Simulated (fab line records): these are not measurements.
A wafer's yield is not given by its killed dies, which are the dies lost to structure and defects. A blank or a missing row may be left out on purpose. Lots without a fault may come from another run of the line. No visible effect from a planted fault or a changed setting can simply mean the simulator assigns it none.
The tool behind it: which one? -- flow n5-finfet -- Sampling: 10 lots, 30 wafers, 6 of 1938 route steps

== WHAT EACH GAUGE READ, for each wafer ==
No reading from a measuring or inspecting step in the record can be judged against a usual standard deviation.

== WHAT TOOL EACH LOT RAN ON (gives the tool, then ch and the chambers of the sampled wafers, and finally the start) ==
lot,N5_BEOL_M13_ETCH_67,N5_BEOL_M13_SPUTTER_43,N5_BEOL_M13_SPUTTER_44,N5_BEOL_M13_CMP_49,N5_BEOL_M13_DEP_53,N5_PASSIVATION_PROBE_49
L219,"rie-diel-02 ch 2,3, day 12 09:29","pvd-sputter-02, day 12 11:38","pvd-sputter-02, day 12 11:43","cmp-04 ch 1,2,3, day 12 12:29","pecvd-02 ch 0,1,2, day 12 12:43","prober-01, day 14 00:47"
L218,"rie-diel-02 ch 0,1,2, day 12 13:14","pvd-sputter-02, day 12 14:33","pvd-sputter-02, day 12 14:38","cmp-04 ch 2,3, day 12 15:20","pecvd-04 ch 0,1, day 12 15:39","prober-01, day 14 03:22"
L222,"rie-diel-02 ch 0,1,3, day 13 12:34","pvd-sputter-01, day 13 15:16","pvd-sputter-01, day 13 15:20","cmp-04 ch 1,2,3, day 13 16:36","pecvd-04 ch 0,1,2, day 13 16:55","prober-01, day 14 21:02"
L226,"rie-diel-02 ch 0,1, day 13 19:16","pvd-sputter-02, day 13 21:01","pvd-sputter-02, day 13 21:06","cmp-03 ch 0,3, day 13 21:50","pecvd-02 ch 0,1,2, day 13 22:11","prober-01, day 15 04:16"
L225,"rie-diel-02 ch 0,3, day 13 19:55","pvd-sputter-02, day 13 21:37","pvd-sputter-02, day 13 21:42","cmp-02 ch 0,1,3, day 13 22:28","pecvd-04 ch 0,2, day 13 22:43","prober-01, day 15 05:34"
L224,"rie-diel-04 ch 0,1, day 14 03:00","pvd-sputter-01, day 14 05:05","pvd-sputter-01, day 14 05:10","cmp-04 ch 0,1,3, day 14 06:16","pecvd-04 ch 0,1, day 14 06:33","prober-02, day 15 11:35"
L229,"rie-diel-02 ch 0,1, day 15 19:13","pvd-sputter-02, day 15 21:34","pvd-sputter-02, day 15 21:38","cmp-03 ch 1,3, day 15 23:35","pecvd-01 ch 1,2, day 15 23:57","prober-01, day 17 01:08"
L237,"rie-diel-04 ch 0,3, day 18 13:18","pvd-sputter-02, day 18 18:26","pvd-sputter-02, day 18 18:31","cmp-02 ch 0,1, day 18 19:18","pecvd-02 ch 1,2, day 18 19:37","prober-01, day 20 05:02"
L241,"rie-diel-01 ch 0,2, day 18 20:30","pvd-sputter-03, day 19 02:50","pvd-sputter-03, day 19 02:55","cmp-03 ch 0,1, day 19 05:22","pecvd-04 ch 0,1,2, day 19 05:43","prober-01, day 20 09:09"
L240,"rie-diel-04 ch 0,3, day 19 11:14","pvd-sputter-03, day 19 17:11","pvd-sputter-03, day 19 17:16","cmp-02 ch 0,3, day 19 17:56","pecvd-01 ch 0,1,2, day 19 18:18","prober-01, day 20 23:03"
- N5_BEOL_M13_ETCH_67: etches SiARC in CF4, target depth 143 nm, time 238.3 s.
- N5_BEOL_M13_SPUTTER_43: material TaN, target thk 15 nm, time 24.19 s.
- N5_BEOL_M13_SPUTTER_44: material Ta, target thk 10 nm, time 16.13 s.
- N5_BEOL_M13_CMP_49: polishes, stops on SiOC, t overpolish 17.1 s, target thk 420 nm.
- N5_BEOL_M13_DEP_53: deposits SiCN from 3MS/NH3, target thk 50 nm, time 17.8 s.
- N5_PASSIVATION_PROBE_49

== WHAT THE TOOLS THEMSELVES READ (means of the sampled wafers that have a number; where no wafer has one, the mark that the record gives instead) ==
N5_BEOL_M13_ETCH_67. Usual: drypump-motor-current-A 5.3 A, standard deviation 0.44; etch-rf-on-time-s 239 s, standard deviation 3.1; oes-product-au 0.66 a.u., standard deviation 0.072; rf-vpp-V 184.7 V, standard deviation 1; showerhead-plenum-p-Torr 2.20 Torr, standard deviation 0.041; throttle-valve-pct 15.61 %, standard deviation 0.2.
lot,tool,drypump-motor-current-A (A),etch-rf-on-time-s (s),oes-product-au (a.u.),rf-vpp-V (V),showerhead-plenum-p-Torr (Torr),throttle-valve-pct (%),flag
L219,rie-diel-02,5.3,237,0.69,185.5,2.24,15.60,
L218,rie-diel-02,5.0,238,0.63,185.3,2.22,15.75,
L222,rie-diel-02,5.2,242,0.62,185.6,2.22,15.59,
L226,rie-diel-02,5.0,242,0.59,184.2,2.20,15.71,
L225,rie-diel-02,5.2,244,0.59,184.1,2.21,15.71,
L224,rie-diel-04,6.1,237,0.78,185.1,2.21,15.45,
L229,rie-diel-02,5.0,242,0.59,184.9,2.20,15.63,
L237,rie-diel-04,5.9,241,0.68,184.1,2.15,15.60,
L241,rie-diel-01,5.1,238,0.60,184.0,2.15,15.80,
L240,rie-diel-04,6.0,239,0.69,184.3,2.15,15.63,

N5_BEOL_M13_SPUTTER_43. Usual: cathode-dc-power-W 15000 W, standard deviation 2.9; chamber-pressure-pa 0.11998 Pa, standard deviation 0.00021; throttle-valve-pct 30.3 %, standard deviation 1.3.
lot,tool,cathode-dc-power-W (W),chamber-pressure-pa (Pa),throttle-valve-pct (%),flag
L219,pvd-sputter-02,15000,0.11998,30.2,
L218,pvd-sputter-02,15001,0.12008,29.3,
L222,pvd-sputter-01,14999,0.11996,29.2,
L226,pvd-sputter-02,15002,0.11975,31.4,
L225,pvd-sputter-02,14999,0.11979,29.3,
L224,pvd-sputter-01,15000,0.11990,29.2,
L229,pvd-sputter-02,14998,0.12018,29.5,
L237,pvd-sputter-02,15000,0.11981,30.3,
L241,pvd-sputter-03,14999,0.11993,30.9,
L240,pvd-sputter-03,15001,0.11986,30.1,

N5_BEOL_M13_SPUTTER_44. Usual: cathode-dc-power-W 15000 W, standard deviation 2.6; chamber-pressure-pa 0.06999 Pa, standard deviation 0.00015; throttle-valve-pct 30.3 %, standard deviation 1.3.
lot,tool,cathode-dc-power-W (W),chamber-pressure-pa (Pa),throttle-valve-pct (%),flag
L219,pvd-sputter-02,14998,0.07002,30.5,
L218,pvd-sputter-02,14999,0.06993,29.4,
L222,pvd-sputter-01,14998,0.06989,28.9,
L226,pvd-sputter-02,15002,0.07003,31.2,
L225,pvd-sputter-02,15001,0.07014,29.3,
L224,pvd-sputter-01,15000,0.06993,29.2,
L229,pvd-sputter-02,15001,0.06995,29.4,
L237,pvd-sputter-02,16285,0.07016,30.2,OFF
L241,pvd-sputter-03,14999,0.07000,31.0,
L240,pvd-sputter-03,14998,0.06995,30.1,

N5_BEOL_M13_CMP_49. Usual: barrier-field-endpoint-s 30.1 s, standard deviation 0.56; motor-current-A 6.0 A, standard deviation 0.49.
lot,tool,barrier-field-endpoint-s (s),motor-current-A (A),flag
L219,cmp-04,30.8,6.4,
L218,cmp-04,30.5,6.6,
L222,cmp-04,30.2,6.4,
L226,cmp-03,30.5,5.9,
L225,cmp-02,29.5,5.7,
L224,cmp-04,30.0,6.1,
L229,cmp-03,30.0,5.6,
L237,cmp-02,31.4,5.4,
L241,cmp-03,29.1,6.3,
L240,cmp-02,30.5,5.4,

N5_BEOL_M13_DEP_53. Usual: showerhead-plenum-p-Torr 4.169 Torr, standard deviation 0.02; throttle-valve-pct 17.9 %, standard deviation 1.
lot,tool,showerhead-plenum-p-Torr (Torr),throttle-valve-pct (%),flag
L219,pecvd-02,4.166,18.5,
L218,pecvd-04,4.173,18.3,
L222,pecvd-04,4.174,17.9,
L226,pecvd-02,4.177,18.5,
L225,pecvd-04,4.172,18.5,
L224,pecvd-04,4.188,17.7,
L229,pecvd-01,4.171,17.2,
L237,pecvd-02,4.175,17.1,
L241,pecvd-04,4.178,18.1,
L240,pecvd-01,4.156,17.6,

N5_PASSIVATION_PROBE_49. Usual: defect-limited-yield 90.9 %, standard deviation 1.3; killed_at_M0_to_M3 36, standard deviation 11; killed_at_M4_up 13, standard deviation 5.1; killed-at-contacts 14, standard deviation 4.9; killed-at-front-end 41, standard deviation 10; killed-at-other 3.4, standard deviation 2.6; killed-dies 107, standard deviation 16; killed-on-rim 14, standard deviation 4; killed-open 70, standard deviation 11; killed-short 36, standard deviation 7.8; sort_bin_5_function 5.4 %, standard deviation 0.84; sort_bin_6_memory 3.4 %, standard deviation 0.67; sort-n-pass 1073, standard deviation 16; sort-yield-pct 90.9 %, standard deviation 1.3.
lot,tool,defect-limited-yield (%),killed_at_M0_to_M3,killed_at_M4_up,killed-at-contacts,killed-at-front-end,killed-at-other,killed-dies,killed-on-rim,killed-open,killed-short,sort_bin_5_function (%),sort_bin_6_memory (%),sort-n-pass,sort-yield-pct (%),flag
L219,prober-01,90.0,46,14,14,40,5.0,118,16,75,41,5.4,4.2,1062,90.0,
L218,prober-01,91.6,33,15,17,35,0.7,99,13,58,39,4.8,3.0,1081,91.6,
L222,prober-01,90.6,34,11,17,47,2.0,111,16,74,36,5.5,3.5,1069,90.6,
L226,prober-01,92.0,33,11,15,32,3.0,95,13,64,30,4.6,3.3,1085,92.0,
L225,prober-01,91.0,32,12,10,42,9.0,106,16,67,39,5.3,3.2,1074,91.0,
L224,prober-02,90.7,39,7,12,50,1.3,110,13,67,42,5.7,3.1,1070,90.7,
L229,prober-01,89.3,32,17,15,58,3.7,126,17,87,37,6.3,4.0,1054,89.3,
L237,prober-01,91.0,41,16,10,37,2.3,106,11,68,36,5.2,3.5,1074,91.0,
L241,prober-01,91.0,39,16,11,39,1.0,106,15,65,36,5.2,3.3,1074,91.0,
L240,prober-01,89.6,52,17,8,44,1.7,123,18,78,42,6.0,4.3,1057,89.6,

== THE ANSWER, worked out from the rows above alone ==
Rule: lot off if the mean of its wafers having a number is beyond 3 standard deviations from the usual mean. A lot without any number at a reading at which 4 lots or more have one is off too. Any other lot the step has rows for is counted as sound. After the gauges, taken in route order, come the tools' own readings; for these a lot's mean is taken, as printed above. The first step at which some lot is off is used, and at that step the reading that is off furthest; a lot without a number counts as furthest.
Off: L237 (N5_BEOL_M13_SPUTTER_44, cathode-dc-power-W).
A tool fits if, at that step or a process step before it, it ran every lot that is off, and no sound lot after the first of them. One candidate fits, namely pvd-sputter-02 at N5_BEOL_M13_SPUTTER_43 and N5_BEOL_M13_SPUTTER_44. At N5_BEOL_M13_SPUTTER_43 its last sound lot is L229 (day 15 21:34), its first lot that is off L237 (day 18 18:26): a fault that began between those two fits.

== WHAT WAS PUT IN BY THE SIMULATOR ==
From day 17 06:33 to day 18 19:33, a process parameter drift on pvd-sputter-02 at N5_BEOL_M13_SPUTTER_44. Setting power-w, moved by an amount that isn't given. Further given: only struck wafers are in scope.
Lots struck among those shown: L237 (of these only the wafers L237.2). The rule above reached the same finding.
